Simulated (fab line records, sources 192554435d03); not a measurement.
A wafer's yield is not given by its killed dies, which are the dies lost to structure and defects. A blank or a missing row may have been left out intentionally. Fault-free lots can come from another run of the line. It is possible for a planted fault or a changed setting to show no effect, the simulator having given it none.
fab line records | flow n5_finfet
record: lots: 4 wafers: 11 last_day: 18
route steps=1938 shown BEOL_M4@1099 BEOL_M5@1112 BEOL_M9@1440 PASSIVATION@1936
lots with no fault: from the same line, run without faults
start_h: hours from the record's first day to the start of the lot's first wafer shown | wait_h: hours from the lot's prior step to this one | " same as the row above | L1.1+2: a single row standing in for several wafers | - either no value or no given start | * or withheld: withheld | < > ~ a bound
route shown NAME@n: names a module that has steps shown in the file, with the first one's number in the route | usual: mean/standard deviation taken from wafers without a fault | same: alike in all rows | chamber/n: place in a boat | sites: the reading at each site | _std_site: standard deviation across them | _edge_site: mean of outer sites minus mean of inner sites | radius_mm: how far each site lies from the wafer's centre | mask NAME#n: copy n | behind: the last tool/chamber to shape the wafer | hold: what put the lot on hold/how long, in hours/how the hold closed | device: whichever transistor did not switch (one of n, p or np) | end of line: the tests these same wafers got at the end of their route | a step given without rows: its recipe and nothing more | killed: count of dies lost to structure and defects at first sort (not the wafer's yield) | map: a wafer's dies, x killed, . not, _ none there
set.NAME: the setting that was run; set.NAME@STEP: the one run at that earlier step | model.NAME: the simulator's own value behind a step, which no gauge read
a table for each step, a row for each wafer; lots at some steps of the route
services: the hour from which a tool's chamber was out of use, counted from the record's first day as start_h (under 0 if before that day), plus the number of hours and why
== steps ==
step: N5_BEOL_M4_ANNEAL_95
recipe: temp_c: 400 time_s: 240 ambient: vacuum
step: N5_BEOL_M4_SPUTTER_96
recipe: material: Cu target_thk_a: 45 temp_c: -20 chamber_pressure_pa: 0.07 power_w: withheld time_s: 8.29
step: N5_BEOL_M4_ECD_50
recipe: material: Cu target_thk_a: 3000
step: N5_BEOL_M4_ANNEAL_51
recipe: temp_c: 225 time_s: 90 ambient: N2
step: N5_BEOL_M4_CMP_52
recipe: stop_on: SiOC t_overpolish_s: 6.8 down_force_psi: 1 platen_rpm: 50 clearing_platen_down_force_psi: 1.5 clearing_platen_rpm: 50 post_cmp_clean: cu_alkaline target_thk_nm: 40 clearing_platen_pad_velocity_m_s: 0.99484 pad_velocity_m_s: 0.99484
step: N5_BEOL_M4_PRE_CLEAN_60
recipe: gas: NH3/H2 time_s: 15 temp_c: * rf_power_w: 300
step: N5_BEOL_M4_CO_CAP_55
recipe: material: Co target_thk_a: 20 temp_c: 200 precursor: CCTBA/H2 pressure_torr: 30 time_s: 102.1
step: N5_BEOL_M4_PRE_CLEAN_56
recipe: gas: NH3 time_s: 15 temp_c: withheld rf_power_w: 300
step: N5_BEOL_M4_DEP_57
recipe: material: SiCN target_thk_a: 80 temp_c: withheld precursor: 3MS/NH3 pressure_torr: 3 rf_w: 202 time_s: 14
step: N5_BEOL_M4_RC_MEAS_101
usual: DIBL_N: 35.8/2.2 DIBL_P: 35.3/2.7 IOFF_N: 0.16/0.043 IOFF_P: 0.21/0.043 ION_N: 676/15 ION_P: 463/9.1 SS_N: 71.4/0.77 SS_P: 73.0/0.79 VT_N: 250/4 VT_P: -249.8/2.8
columns lot.wafer tool chamber start_h wait_h DIBL_N[mV/V] DIBL_P[mV/V] IOFF_N[nA/um] IOFF_P[nA/um] ION_N[uA/um] ION_P[uA/um] SS_N[mV/dec] SS_P[mV/dec] VT_N[mV] VT_P[mV]
L941.3 prober-02 0 197.78 0.3 33.4 31.6 0.11 0.14 666 456 70.6 72.0 255 -251.3
L941.5 " 0 " " 34.5 35.1 0.13 0.19 653 443 71.1 73.4 252 -252.3
L941.6 " 0 " " 34.4 32.8 0.12 0.15 675 461 70.8 72.5 256 -252.9
L945.1 prober-02 0 231.75 0.0 38.2 36.5 0.17 0.21 680 459 72.0 73.0 249 -250.7
L945.3 " 0 " " 33.6 32.2 0.11 0.16 671 461 70.2 71.8 250 -253.1
L945.6 " 0 " " 38.7 38.1 0.18 0.24 681 468 71.8 73.6 247 -248.2
L958.1 prober-02 0 309.59 0.0 36.3 35.4 0.18 0.20 679 457 71.3 72.6 247 -252.6
L958.2 " 0 " " 36.7 36.1 0.18 0.21 680 462 71.8 72.7 248 -250.3
L959.1 prober-01 0 314.37 0.0 35.4 33.4 0.14 0.20 679 467 71.3 72.6 249 -249.0
L959.2 " 0 " " 37.6 35.1 0.19 0.23 694 465 71.8 73.4 246 -247.3
L959.4 " 0 " " 36.2 32.8 0.15 0.18 678 464 70.8 73.1 251 -250.0
step: N5_BEOL_M5_ILD_DEP_00
recipe: material: SiCOH_lowk target_thk_a: 1406.4 temp_c: 300 precursor: DEMS/porogen pressure_torr: 5 rf_w: 500 time_s: 25.9
step: N5_BEOL_M5_CURE_79
recipe: temp_c: 385 time_s: 240 ambient: He/Ar material: SiCOH_lowk
step: N5_BEOL_M5_PECVD_70
recipe: material: SiO2 target_thk_a: 160 temp_c: 400 precursor: TEOS/O2 pressure_torr: 5.5 rf_w: 450 teos_flow_sccm: 53.8 gas: O2 flow_sccm: 3000 time_s: 18
step: N5_BEOL_M5_HM_DEP_02
recipe: material: TiN target_thk_a: 200 temp_c: 25 chamber_pressure_pa: 0.49996
step: N5_BEOL_M5_COAT_59
recipe: resist: SOC temp_c: 250 time_s: 60 spin_rpm: 1500 resist_thk_nm: 60
step: N5_BEOL_M5_COAT_60
recipe: resist: SiARC temp_c: 220 time_s: 60 spin_rpm: 1500 resist_thk_nm: 12
step: N5_BEOL_M5_COAT_71
recipe: resist: underlayer temp_c: 205 time_s: 60 spin_rpm: 1500 resist_thk_nm: 5
step: N5_BEOL_M5_COAT_05
recipe: resist: CAR-EUV spin_rpm: 1500 resist_thk_nm: 30
step: N5_BEOL_M5_EBR_07
recipe: solvent: PGMEA ebr_width_mm: 1.5
step: N5_BEOL_M5_SOFTBAKE_06
recipe: temp_c: 110 time_s: 60 resist: CAR-EUV
step: N5_BEOL_M5_EXPOSE_08
recipe: mask_id: M5 na: 0.33 source_shape: annular sigma_inner: 0.4 sigma_outer: 0.8 polarization: unpolarized target_cd_nm: 28 dose_mj: 35.75
step: N5_BEOL_M5_PEB_09
recipe: peb_temp_c: 100 peb_time_s: 60 resist: CAR-EUV
step: N5_BEOL_M5_DEVELOP_10
recipe: develop_time_s: 30 developer: TMAH resist: CAR-EUV rinse_liquid: surfactant_rinse dry: air_spin dev_temp_c: 23
step: N5_BEOL_M5_DESCUM_16
recipe: chemistry: O2 time_s: 7 source_power_w: 50 bias_power_w: 20 pressure_mtorr: 20 rf_frequency_hz: 2.712e+07 temp_c: 40 resist: CAR-EUV o2_flow_sccm: 225
step: N5_BEOL_M5_ETCH_72
recipe: chemistry: N2/H2 target: underlayer target_depth_a: 65 mask_material: CAR-EUV time_s: 5.2 ion_energy_ev: 200 pressure_mtorr: 30 source_w: 840 bias_w: 150 n2_flow_sccm: 200 h2_flow_sccm: 200 ends: cleared
step: N5_BEOL_M5_ETCH_61
recipe: chemistry: CF4 target: SiARC target_depth_a: 156 mask_material: CAR-EUV time_s: 26 ion_energy_ev: 80 pressure_mtorr: 40 source_w: 545 bias_w: 36 Ar_flow_sccm: 100 cf4_flow_sccm: 100 ends: cleared
step: N5_BEOL_M5_ETCH_62
recipe: chemistry: N2/H2 target: SOC target_depth_a: 750 overetch_a: 150 mask_material: SiARC temp_c: 40 time_s: 112.5 ion_energy_ev: 200 pressure_mtorr: 30 source_w: 840 bias_w: 150 n2_flow_sccm: 200 h2_flow_sccm: 200
step: N5_BEOL_M5_STRIP_63
recipe: chemistry: N2/H2 temp_c: 40 n2_flow_sccm: 200 h2_flow_sccm: 200 rf_frequency_hz: 6e+07
step: N5_BEOL_M5_STRIP_73
recipe: chemistry: N2/H2 temp_c: 40 n2_flow_sccm: 200 h2_flow_sccm: 200 rf_frequency_hz: 6e+07
step: N5_BEOL_M5_STRIP_64
recipe: chemistry: CF4 resist: SiARC power_w: 300 bias_power_w: 75 pressure_mtorr: 50 cf4_flow_sccm: 150 rf_frequency_hz: 6e+07
step: N5_BEOL_M5_HM_OPEN_17
recipe: chemistry: Cl2/BCl3 target_depth_a: 200 overetch_a: 60 target: TiN mask_material: SOC ion_energy_ev: 150 pressure_mtorr: 10 icp_w: 1000 bias_w: 126 Cl2_flow_sccm: 53.25 bcl3_flow_sccm: 21.75 Ar_flow_sccm: 25
step: N5_BEOL_M5_STRIP_19
recipe: chemistry: O2 power_w: 400 temp_c: 40 pressure_mtorr: 30 rf_frequency_hz: 6e+07 bias_power_w: 0 overash_fraction: 0.2 o2_flow_sccm: 225
step: N5_BEOL_M5_COAT_65
recipe: resist: SOC temp_c: 250 time_s: 60 spin_rpm: 1500 resist_thk_nm: 60
step: N5_BEOL_M5_COAT_66
recipe: resist: SiARC temp_c: 220 time_s: 60 spin_rpm: 1500 resist_thk_nm: 12
step: N5_BEOL_M9_ETCH_66
recipe: chemistry: N2/H2 target: SOC target_depth_a: 800 overetch_a: 160 mask_material: SiARC temp_c: 40 time_s: 120 ion_energy_ev: 200 pressure_mtorr: 30 source_w: 840 bias_w: 150 n2_flow_sccm: 200 h2_flow_sccm: 200
usual: drypump_motor_current_A: 5.78/0.29 n2_flow_sccm: 199.9/0.67 oes_product_au: 0.60/0.055 rf_vpp_V: 523.1/2.4 showerhead_plenum_p_Torr: 2.52/0.09 throttle_valve_pct: 17.91/0.21
columns lot.wafer tool chamber start_h wait_h drypump_motor_current_A n2_flow_sccm oes_product_au rf_hours_counter_h rf_vpp_V showerhead_plenum_p_Torr throttle_valve_pct model.SiARC_of_BEOL_M9_COAT_64.thk_nm
L941.3 rie_diel-05 1 239.65 0.0 5.75 199.0 0.56 179 527.4 2.64 17.78 6
L941.5 " 3 " " 5.98 200.1 0.62 - 525.0 2.59 18.14 6.6
L941.6 " 0 " " 5.52 199.9 0.69 - 525.4 2.61 18.13 6.4
L945.1 rie_diel-03 3 278.53 0.0 5.71 199.3 0.57 199 520.7 2.43 18.15 6.4
L945.3 " 2 " " 6.05 199.9 0.52 233 521.1 2.41 17.79 6.4
L945.6 " 2 " " 6.03 200.2 0.51 - 520.7 2.41 17.80 6.2
L958.1 rie_diel-05 3 361.05 0.0 5.93 198.6 0.58 118 524.0 2.58 18.21 8.6
L958.2 " 0 " " 5.54 199.9 0.66 66 524.5 2.59 18.16 6.2
L959.1 rie_diel-05 1 373.81 0.0 5.79 199.6 0.54 214 527.3 2.63 17.85 8.4
L959.2 " 2 " " 5.34 199.4 0.52 249 521.7 2.47 17.72 6.8
L959.4 " 3 " " 6.00 199.2 0.60 121 524.3 2.58 18.22 6.6
step: N5_PASSIVATION_PROBE_49
usual: defect_limited_yield: 91.1/1.4 killed_at_M0_to_M3: 34/11 killed_at_M4_up: 14/5.6 killed_at_contacts: 13/5.9 killed_at_front_end: 40/11 killed_at_other: 4/3.1 killed_dies: 105/16 killed_open: 68/11 killed_short: 34/8.4 sort_bin_5_function: 5.2/0.86 sort_bin_6_memory: 3.2/0.7 sort_bin_8_speed: 0.1/1.1 sort_n_pass: 1074/21 sort_yield_pct: 91.0/1.8
same: gross_dies: 1180 killed_at_back_side: 0 sort_bin_4_leakage[%]: 0
columns lot.wafer tool chamber start_h wait_h defect_limited_yield[%] killed_at_M0_to_M3 killed_at_M4_up killed_at_contacts killed_at_front_end killed_at_other killed_dies killed_open killed_short sort_bin_5_function[%] sort_bin_6_memory[%] sort_bin_8_speed[%] sort_n_pass sort_yield_pct[%]
L958.1 prober-02 - 429.93 1.4 44.0 29 557 19 53 3 661 79 32 50.9 4.2 0 519 44.0
L959.1 prober-01 - 442.64 0.0 88.9 36 25 21 42 7 131 77 32 7.9 2.8 0 1049 88.9
killed by level:class
L958.1 BEOL_M9:area_etch=542 MOL_CONTACT_COAG:geometric_particle:open=16 FIN_SAQP:geometric_particle:open=15 STI_FIN_REVEAL:geometric_particle:open=11 BEOL_M4:geometric_particle:open=8 BEOL_M0_SAQP:geometric_particle:short=7 HKMG_FIN:area_etch=7 BEOL_M0_SAQP:geometric_particle:open=6
L959.1 BEOL_M9:area_etch=20 MOL_CONTACT_COAG:geometric_particle:open=18 STI_FIN_REVEAL:geometric_particle:open=10 BEOL_M0_SAQP:geometric_particle:short=8 BEOL_M3:geometric_particle:open=7 BEOL_M1:geometric_particle:open=6 DUMMY_GATE:geometric_particle:open=5 FIN_SAQP:geometric_particle:open=4
map L958.1 (x killed, . not)
_________________.....x.xx...________________
______________...xx...x..x...x.._____________
___________x.........x..........x..__________
__________........x.x..x........x..._________
________...x.....xxx..xx..xx......x..._______
_______.x...x...x.x..xx.x.xxx.x......x.______
______.......xxxxxx.xx..xxxxxxxxx......._____
_____......xx.xxxxxxxxxxxxxxx.x..x...x...____
____...xx....xxxxxxxxxxxxxxxxxxxxxx.......___
___......x.xxxxxxxxxxxxxxxxxxxxxxxx.x....x.__
___.......xxxxxxxxxxxxxxxxxxxxxxxxxxx.....x__
__.....x.xx..xxxxxxxxxxxxxxxxxxx.xxxxx......_
__..x.x...xxxxxxxxxxxxxxxxxxxxxxxxxxxxx....._
_.......x.xxxxxxxxxxxxxxxxxxxxxxxxxxxx.xx...x
_.....x...xxxxxxxxxxxxxxxxxxxxxxxxxxxxx...x.x
_......xx.xxxxxxxxxxxxxxxxxxxxxxxxxxxxxx.....
_...x..xx.xxxxxxxxxxxxxxxxxxxxxxxxxxx........
_..x....xxxxxxxxxxxxxxxxxxxxxxxxxxxxxx.......
_.....x.xxxxxxxxxxxxxxxxxxxxxxxxxxxxxx.x.....
_........xxxxxxxxxxxxxxxxxxxxxxxxxxxxxxx.x.x.
_......xxx.xxxxxxxxxxxxxxxxxxxxxxxxxxx..x....
__.....x.xxxxxxxxxxxxxxxxxxxxxxxxxxxxxx.x..._
__x......xxxxxxxxxxxxxxxxxxxxxxxxxxxxxx....._
___..x....xxxxxxxxxxxxxxxxxxxxxxxxxxxx.....__
___x...xx..xxxxxxxxxxxxxxxxxxxxxxxx.xxx....__
____x.....x.xxxxxxxxxxxxxxxxxxxxxx........___
_____.......xxxxxxxxxxxxxxxxx.xx.x.x.x...____
______......x..xxxxxx.xxxx.x.x.........._____
_______......x..x.....xx.x............x______
________........x.........x.x........._______
__________....x....................._________
___________......x..x..x....x......__________
______________.................._____________
_________________x...xx......________________
map L959.1 (x killed, . not)
_________________x....x......________________
______________...............x.._____________
___________......................x.__________
__________..x.................x..xx._________
________xx..........................x._______
_______..x...xx.....x.x.........x......______
______............x.......x............._____
_____....x..............x..x..x..x.......____
____......x...x.................x.........___
___.x................x...x.................__
___...x....x...................xx.x........__
__x.....x.............x........x............_
__..x....x.....x.x..x......................._
_xxx..............................x....x.....
_........x.........x.......................x.
_...x.......x...xx......x..x...............x.
_...x....x..x.............x............x.x...
_............x..xx.x...................x.....
_x........x..x......x.........x......x......x
_...x..x..............................x...x..
_............................x.x...x.......x.
__......................x..........xx.....x._
__...x.............................x........_
___...........x.......x....................__
___...x...........x..........x...........x.__
____............x.x.x...x.................___
_____.....x.............x................____
______..x..xx........x.....x............_____
_______x.....x....x........x.x....x..xx______
________.x......x.x..........x......x._______
__________....x..xx...............x._________
___________.xx.....................__________
______________.xx.......x......._____________
_________________......x.....________________
== services ==
columns tool chamber start_h hours kind
rie_diel-05 3 228.51 2.4 repair
rie_diel-05 - 249.68 4.3 pm
rie_diel-05 - 290.91 0.9 repair
rie_diel-03 2 334.67 - clean
rie_diel-03 2 334.67 - consumable_replace:focus_ring
rie_diel-03 2 334.67 - consumable_replace:showerhead
rie_diel-03 2 334.67 20.1 scheduled_down
rie_diel-03 2 334.67 20.1 vent_cycle
rie_diel-05 1 356.64 3.1 repair
rie_diel-03 2 373.12 2.4 repair
== key ==
first_sign: step: N5_PASSIVATION_PROBE_49 reading: killed_at_M4_up direction: up sigmas: 49 usual: 14 struck: 291
effect: step: N5_PASSIVATION_PROBE_49 reading: sort_bin_5_function direction: up sigmas: 28 usual: 5.2 struck: 29.4
model_effect: step: N5_BEOL_M9_ETCH_66 value: SiARC_of_BEOL_M9_COAT_64.thk_nm without: 6.4 struck: 8.5
more_kills_born_at: N5_BEOL_M9_ETCH_66@rie_diel-05: 562
met_at N5_BEOL_M9_ETCH_66
struck_wafers L958.1,L959.1
onset_between 239.65 361.05
fault: kind: process_parameter_drift tool: rie_diel-05 chamber: - onset_h: 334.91 steps: N5_BEOL_M9_ETCH_66 channel: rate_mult offset: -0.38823 shape: step end_h: 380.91 scope: struck_wafers_only
